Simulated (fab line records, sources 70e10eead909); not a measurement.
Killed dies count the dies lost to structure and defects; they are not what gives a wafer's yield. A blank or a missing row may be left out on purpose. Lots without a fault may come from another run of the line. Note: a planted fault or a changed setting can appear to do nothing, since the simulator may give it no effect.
fab line records -- flow nand_harc
[record] lots = 12, wafers = 36, last_day = 34
route steps=1302 shown A_STAIRCASE@869 A_SGD_CUT@898
lots that met no fault: from a run of the same line without faults
start_h: the number of hours between the record's first day and the start of the first shown wafer of the lot -- wait_h: how many hours have passed since the lot's step before this one -- " same as the row above -- L1.1+2: several wafers, shown together as one row -- - no value, or no start given -- * or withheld: withheld -- < > ~ a bound
route shown NAME@n: a module of which the file shows steps, and the number in the route of the first -- usual: mean and standard deviation over wafers with no fault -- same: alike in all rows -- chamber/n: place in a boat -- sites: readings site by site -- _std_site: standard deviation across them -- _edge_site: outer sites' mean less inner sites' -- radius_mm: how far each site lies from the wafer's centre -- mask NAME#n: copy n -- behind: the most recent tool/chamber to have shaped the wafer -- hold: reason for holding the lot/hours on hold/outcome of the hold -- device: the transistor (n, p or np) that didn't switch -- end of line: tests run on the same wafers once the route is complete -- for a step that has no rows: nothing shown but its recipe -- killed: dies lost to structure and defects at the first sort, not the wafer's yield -- map: the dies of a wafer, with x for killed, . for not killed, _ for no die there
set.NAME: the setting as run; set.NAME@STEP: as run at that earlier step -- model.NAME: the simulator's own value behind a step, which no gauge read
steps of the route over a sample of lots; a table a step, a row a wafer
services: from which hour (start_h, from the record's first day; less than 0 if before it) a tool's chamber was out of use, for how many hours, and why
[[steps]]
[step NHARC_A_STAIRCASE_DESCUM_443]
[recipe] time_s = 3, o2_flow_sccm = 200, ar_flow_sccm = 0, bias_power_w = 0, chemistry = O2
[usual] drypump_motor_current_A = 5.7/0.47, oes_product_au = 1.000/0.0094, rf_vpp_V = 57.8/0.89, showerhead_plenum_p_Torr = 1.94/0.097, throttle_valve_pct = 11.312/0.0089
lot.wafer,tool,chamber,start_h,wait_h,drypump_motor_current_A,oes_product_au,rf_hours_counter_h,rf_vpp_V,showerhead_plenum_p_Torr,throttle_valve_pct
L239.2,rie_diel-13,3,432.09,-,6.4,1.005,23,55.9,1.78,11.321
L239.4,rie_diel-13,0,432.09,-,6.1,1.008,-,57.3,1.90,11.304
L239.5,rie_diel-13,2,432.09,-,5.6,1.007,-,56.6,1.97,11.301
L240.3,rie_diel-11,0,447.48,-,5.7,1.010,1,57.9,2.08,11.301
L240.2,rie_diel-11,1,447.48,-,5.7,1.000,1,56.3,1.84,11.307
L240.5,rie_diel-11,0,447.48,-,5.7,1.004,-,59.1,2.08,11.307
L241.2,rie_diel-04,0,451.43,-,6.3,0.991,31,57.1,1.93,11.302
L241.1,rie_diel-04,1,451.43,-,5.0,1.017,28,58.7,1.98,11.301
L241.4,rie_diel-04,3,451.43,-,5.2,0.993,-,56.9,1.80,11.318
L242.4,rie_diel-13,2,451.58,-,5.6,1.002,34,57.8,1.97,11.310
L242.2,rie_diel-13,3,451.58,-,6.4,1.012,33,56.8,1.77,11.305
L242.6,rie_diel-13,3,451.58,-,6.4,1.010,-,55.0,1.77,11.313
L243.3,rie_diel-13,0,464.72,-,6.1,0.998,41,58.1,1.90,11.293
L243.2,rie_diel-13,1,464.72,-,5.1,0.977,28,57.9,2.05,11.320
L243.6,rie_diel-13,0,464.72,-,6.1,0.995,-,56.0,1.90,11.297
L250.3,rie_diel-04,1,531.13,-,5.0,1.002,52,57.5,1.97,11.305
L250.2,rie_diel-04,3,531.13,-,5.2,0.997,50,57.2,1.79,11.304
L250.5,rie_diel-04,2,531.13,-,5.3,0.982,-,57.5,1.76,11.303
L252.3,rie_diel-11,2,539.52,-,5.8,0.999,36,59.2,2.01,11.323
L252.6,rie_diel-11,0,539.52,-,5.7,0.989,-,58.5,2.07,11.319
L252.5,rie_diel-11,1,539.52,-,5.7,1.002,-,56.3,1.83,11.310
L253.4,rie_diel-04,2,560.85,-,5.3,0.983,1,59.9,2.08,11.306
L253.3,rie_diel-04,3,560.85,-,5.2,0.997,4,57.0,1.79,11.305
L253.6,rie_diel-04,1,560.85,-,5.0,0.986,-,58.9,1.97,11.305
L257.1,rie_diel-11,2,610.47,-,5.8,0.996,61,57.8,2.00,11.314
L257.2,rie_diel-11,3,610.47,-,5.2,0.990,63,58.4,2.02,11.302
L257.6,rie_diel-11,1,610.47,-,5.7,0.998,-,57.7,1.82,11.306
L258.2,rie_diel-04,0,620.61,-,6.3,0.999,27,57.8,1.91,11.314
L258.3,rie_diel-04,1,620.61,-,5.0,1.012,24,58.8,1.96,11.316
L258.4,rie_diel-04,2,620.61,-,5.3,0.993,14,57.4,2.07,11.313
L259.1,rie_diel-04,3,660.49,-,5.2,0.989,35,57.6,1.78,11.307
L259.2,rie_diel-04,0,660.49,-,6.3,1.004,41,57.3,1.91,11.312
L259.5,rie_diel-04,3,660.49,-,5.2,1.003,-,58.5,1.78,11.329
L262.2,rie_diel-11,1,665.01,-,5.6,0.993,12,56.8,1.82,11.322
L262.5,rie_diel-11,0,665.01,-,5.7,1.011,-,57.5,2.06,11.312
L262.6,rie_diel-11,1,665.01,-,5.7,0.997,-,57.2,1.82,11.317
[step NHARC_A_STAIRCASE_INSPECT_155]
[usual] raw_defect_count = 442/120
lot.wafer,tool,chamber,start_h,wait_h,raw_defect_count
L239.2,defect_inspect-01,-,440.30,0.1,387
L239.4,defect_inspect-01,-,440.30,0.1,376
L239.5,defect_inspect-01,-,440.30,0.1,504
L240.2,defect_inspect-01,-,454.55,0.1,668
L240.3,defect_inspect-01,-,454.55,0.1,570
L240.5,defect_inspect-01,-,454.55,0.1,493
L242.2,defect_inspect-02,-,458.64,0.1,516
L242.4,defect_inspect-02,-,458.64,0.1,442
L242.6,defect_inspect-02,-,458.64,0.1,505
L241.1,defect_inspect-01,-,459.43,0.1,321
L241.2,defect_inspect-01,-,459.43,0.1,392
L241.4,defect_inspect-01,-,459.43,0.1,388
L243.2,defect_inspect-01,-,471.83,0.1,390
L243.3,defect_inspect-01,-,471.83,0.1,576
L243.6,defect_inspect-01,-,471.83,0.1,393
L250.2,defect_inspect-02,-,538.20,0.1,446
L250.3,defect_inspect-02,-,538.20,0.1,526
L250.5,defect_inspect-02,-,538.20,0.1,354
L252.3,defect_inspect-02,-,546.63,0.1,388
L252.5,defect_inspect-02,-,546.63,0.1,525
L252.6,defect_inspect-02,-,546.63,0.1,367
L253.3,defect_inspect-02,-,568.45,0.1,524
L253.4,defect_inspect-02,-,568.45,0.1,426
L253.6,defect_inspect-02,-,568.45,0.1,299
L257.1,defect_inspect-01,-,617.54,0.1,443
L257.2,defect_inspect-01,-,617.54,0.1,471
L257.6,defect_inspect-01,-,617.54,0.1,411
L258.2,defect_inspect-02,-,627.74,0.1,709
L258.3,defect_inspect-02,-,627.74,0.1,470
L258.4,defect_inspect-02,-,627.74,0.1,676
L259.1,defect_inspect-01,-,667.73,0.1,345
L259.2,defect_inspect-01,-,667.73,0.1,624
L259.5,defect_inspect-01,-,667.73,0.1,379
L262.2,defect_inspect-01,-,672.10,0.1,259
L262.5,defect_inspect-01,-,672.10,0.1,333
L262.6,defect_inspect-01,-,672.10,0.1,297
[step NHARC_A_SGD_CUT_EXPOSE_06]
[recipe] na = 1.35, dose_mj = 85.59, mask_id = SGD
[usual] exposure_dose_mJ_cm2 = 85.46/0.09
lot.wafer,tool,chamber,start_h,wait_h,mask,exposure_dose_mJ_cm2
L239.2,arfi_scanner-01,0,440.95,-,SGD#0,85.62
L239.4,arfi_scanner-01,0,440.95,-,SGD#0,85.51
L239.5,arfi_scanner-01,0,440.95,-,SGD#0,85.60
L240.2,arfi_scanner-01,0,455.07,-,SGD#0,85.49
L240.3,arfi_scanner-01,0,455.07,-,SGD#0,85.59
L240.5,arfi_scanner-01,0,455.07,-,SGD#0,85.61
L242.2,arfi_scanner-02,0,459.30,-,SGD#0,85.42
L242.4,arfi_scanner-02,0,459.30,-,SGD#0,85.44
L242.6,arfi_scanner-02,0,459.30,-,SGD#0,85.42
L241.1,arfi_scanner-03,0,460.09,-,SGD#0,85.37
L241.2,arfi_scanner-03,0,460.09,-,SGD#0,85.47
L241.4,arfi_scanner-03,0,460.09,-,SGD#0,85.38
L243.2,arfi_scanner-02,0,472.48,-,SGD#0,85.38
L243.3,arfi_scanner-02,0,472.48,-,SGD#0,85.35
L243.6,arfi_scanner-02,0,472.48,-,SGD#0,85.40
L250.2,arfi_scanner-03,0,538.85,-,SGD#0,89.22
L250.3,arfi_scanner-03,0,538.85,-,SGD#0,89.14
L250.5,arfi_scanner-03,0,538.85,-,SGD#0,89.25
L252.3,arfi_scanner-03,0,547.29,-,SGD#0,88.37
L252.5,arfi_scanner-03,0,547.29,-,SGD#0,88.26
L252.6,arfi_scanner-03,0,547.29,-,SGD#0,88.29
L253.3,arfi_scanner-03,0,569.11,-,SGD#0,87.71
L253.4,arfi_scanner-03,0,569.11,-,SGD#0,87.67
L253.6,arfi_scanner-03,0,569.11,-,SGD#0,87.70
L257.1,arfi_scanner-02,0,618.18,-,SGD#0,85.63
L257.2,arfi_scanner-02,0,618.18,-,SGD#0,85.40
L257.6,arfi_scanner-02,0,618.18,-,SGD#0,85.45
L258.2,arfi_scanner-02,0,628.48,-,SGD#0,85.64
L258.3,arfi_scanner-02,0,628.48,-,SGD#0,85.52
L258.4,arfi_scanner-02,0,628.48,-,SGD#0,85.52
L259.1,arfi_scanner-01,0,668.37,-,SGD#0,85.57
L259.2,arfi_scanner-01,0,668.37,-,SGD#0,85.55
L259.5,arfi_scanner-01,0,668.37,-,SGD#0,85.56
L262.2,arfi_scanner-01,0,672.62,-,SGD#0,85.45
L262.5,arfi_scanner-01,0,672.62,-,SGD#0,85.49
L262.6,arfi_scanner-01,0,672.62,-,SGD#0,85.28
[step NHARC_A_SGD_CUT_CD_MEAS_09]
[recipe] target_cd_nm = 100, landing_energy_ev = 500
[usual] cd_nm = 99.8/0.64
lot.wafer,tool,chamber,start_h,wait_h,hold,cd_nm
L239.2,cd_sem-03,0,441.08,-,-,100.3
L239.4,cd_sem-03,0,441.08,-,-,99.6
L239.5,cd_sem-03,0,441.08,-,-,99.5
L240.2,cd_sem-03,0,455.21,-,-,100.1
L240.3,cd_sem-03,0,455.21,-,-,99.5
L240.5,cd_sem-03,0,455.21,-,-,99.9
L242.2,cd_sem-02,0,459.43,-,-,99.0
L242.4,cd_sem-02,0,459.43,-,-,100.0
L242.6,cd_sem-02,0,459.43,-,-,100.9
L241.1,cd_sem-03,0,460.23,-,-,99.3
L241.2,cd_sem-03,0,460.23,-,-,99.8
L241.4,cd_sem-03,0,460.23,-,-,99.9
L243.2,cd_sem-03,0,472.62,-,-,100.3
L243.3,cd_sem-03,0,472.62,-,-,100.4
L243.6,cd_sem-03,0,472.62,-,-,100.1
L250.2,cd_sem-01,0,538.99,-,await_dispo/0.2h/release,102.4
L250.3,cd_sem-01,0,538.99,-,await_dispo/0.2h/release,102.4
L250.5,cd_sem-01,0,538.99,-,await_dispo/0.2h/release,102.8
L250.2,cd_sem-01,0,-,-,-,102.5
L250.3,cd_sem-01,0,-,-,-,102.5
L250.5,cd_sem-01,0,-,-,-,103.1
L252.3,cd_sem-03,0,547.42,-,await_dispo/0.2h/release,102.3
L252.5,cd_sem-03,0,547.42,-,await_dispo/0.2h/release,103.5
L252.6,cd_sem-03,0,547.42,-,await_dispo/0.2h/release,102.2
L252.3,cd_sem-03,0,-,-,-,102.3
L252.5,cd_sem-03,0,-,-,-,103.3
L252.6,cd_sem-03,0,-,-,-,102.4
L253.3,cd_sem-03,0,569.24,-,-,99.8
L253.4,cd_sem-03,0,569.24,-,-,100.5
L253.6,cd_sem-03,0,569.24,-,-,101.5
L257.1,cd_sem-02,0,618.33,-,-,101.1
L257.2,cd_sem-02,0,618.33,-,-,99.7
L257.6,cd_sem-02,0,618.33,-,-,99.5
L258.2,cd_sem-02,0,628.62,-,-,99.8
L258.3,cd_sem-02,0,628.62,-,-,99.6
L258.4,cd_sem-02,0,628.62,-,-,100.1
L259.1,cd_sem-02,0,668.51,-,-,99.1
L259.2,cd_sem-02,0,668.51,-,-,98.8
L259.5,cd_sem-02,0,668.51,-,-,98.7
L262.2,cd_sem-02,0,672.76,-,-,99.7
L262.5,cd_sem-02,0,672.76,-,-,100.3
L262.6,cd_sem-02,0,672.76,-,-,100.1
[step NHARC_A_SGD_CUT_INSPECT_11]
[usual] raw_defect_count = 62/31
lot.wafer,tool,chamber,start_h,wait_h,raw_defect_count
L239.2,defect_inspect-01,-,441.20,0.0,72
L239.4,defect_inspect-01,-,441.20,0.0,81
L239.5,defect_inspect-01,-,441.20,0.0,79
L240.2,defect_inspect-01,-,455.33,0.0,108
L240.3,defect_inspect-01,-,455.33,0.0,112
L240.5,defect_inspect-01,-,455.33,0.0,95
L242.2,defect_inspect-02,-,459.56,0.0,58
L242.4,defect_inspect-02,-,459.56,0.0,67
L242.6,defect_inspect-02,-,459.56,0.0,67
L241.1,defect_inspect-02,-,460.35,0.0,103
L241.2,defect_inspect-02,-,460.35,0.0,95
L241.4,defect_inspect-02,-,460.35,0.0,108
L243.2,defect_inspect-02,-,472.74,0.0,53
L243.3,defect_inspect-02,-,472.74,0.0,62
L243.6,defect_inspect-02,-,472.74,0.0,52
L250.2,defect_inspect-02,-,541.76,0.0,93
L250.3,defect_inspect-02,-,541.76,0.0,93
L250.5,defect_inspect-02,-,541.76,0.0,80
L252.3,defect_inspect-01,-,550.09,0.0,69
L252.5,defect_inspect-01,-,550.09,0.0,94
L252.6,defect_inspect-01,-,550.09,0.0,76
L253.3,defect_inspect-01,-,569.37,0.0,26
L253.4,defect_inspect-01,-,569.37,0.0,24
L253.6,defect_inspect-01,-,569.37,0.0,10
L257.1,defect_inspect-01,-,618.45,0.0,58
L257.2,defect_inspect-01,-,618.45,0.0,59
L257.6,defect_inspect-01,-,618.45,0.0,66
L258.2,defect_inspect-01,-,628.74,0.0,90
L258.3,defect_inspect-01,-,628.74,0.0,91
L258.4,defect_inspect-01,-,628.74,0.0,87
L259.1,defect_inspect-01,-,668.64,0.0,68
L259.2,defect_inspect-01,-,668.64,0.0,63
L259.5,defect_inspect-01,-,668.64,0.0,63
L262.2,defect_inspect-01,-,672.88,0.0,73
L262.5,defect_inspect-01,-,672.88,0.0,78
L262.6,defect_inspect-01,-,672.88,0.0,91
[[services]]
tool,chamber,start_h,hours,kind
rie_diel-13,1,414.03,36.9,repair
arfi_scanner-01,-,424.00,4.0,pm
rie_diel-11,-,434.00,9.0,pm
arfi_scanner-02,-,439.46,4.2,repair
rie_diel-04,2,445.31,14.7,repair
arfi_scanner-02,-,469.32,0.2,repair
arfi_scanner-03,-,482.67,0.4,repair
arfi_scanner-02,-,484.00,4.0,pm
arfi_scanner-01,-,495.62,1.0,repair
rie_diel-04,-,498.30,12.0,repair
rie_diel-04,-,534.05,9.0,pm
arfi_scanner-02,-,534.83,3.9,repair
arfi_scanner-03,-,540.00,4.0,pm
rie_diel-11,1,555.45,7.7,repair
rie_diel-11,0,560.67,3.8,repair
rie_diel-04,2,576.56,16.1,repair
rie_diel-04,3,579.03,10.9,repair
arfi_scanner-01,-,596.00,4.0,pm
arfi_scanner-03,-,596.05,0.5,repair
arfi_scanner-02,-,605.47,0.8,repair
rie_diel-11,-,613.41,9.0,pm
arfi_scanner-02,-,656.00,4.0,pm
arfi_scanner-01,-,659.84,1.3,repair
arfi_scanner-03,-,666.89,2.7,repair
[[key]]
[first_sign] step = NHARC_A_SGD_CUT_EXPOSE_06, reading = exposure_dose_mJ_cm2, direction = up, sigmas = 33, usual = 85.46, struck = 88.40
[effect] step = NHARC_A_SGD_CUT_CD_MEAS_09, reading = visit, direction = added, through = control_loop
met_at NHARC_A_SGD_CUT_EXPOSE_06
struck_lots L250,L252,L253
tester_left_out L250,L252,L253
[loop_trim] step = NHARC_A_SGD_CUT_EXPOSE_06, setting = dose, lots = L252,L253
not_acting_at NHARC_A_STAIRCASE_DESCUM_443,NHARC_A_STAIRCASE_INSPECT_155,NHARC_A_SGD_CUT_INSPECT_11
onset_between 460.09 538.85
[fault] kind = process_parameter_drift, tool = arfi_scanner-03, chamber = -, onset_h = 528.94, steps = NHARC_A_SGD_CUT_EXPOSE_06, channel = dose_mj, offset = 3.6858, shape = step, acts_in = these_recipes_only, stated = 85.59
// tester_left_out: of these lots the tester's yield and bins aren't shown, on N5 and GAA mostly nor the transistor test; their killed dies are dies lost to structure and defects alone, not to doping, threshold or leakage, so they don't give the yield
// loop_trim: a control loop set the setting to another value than it would have without faults
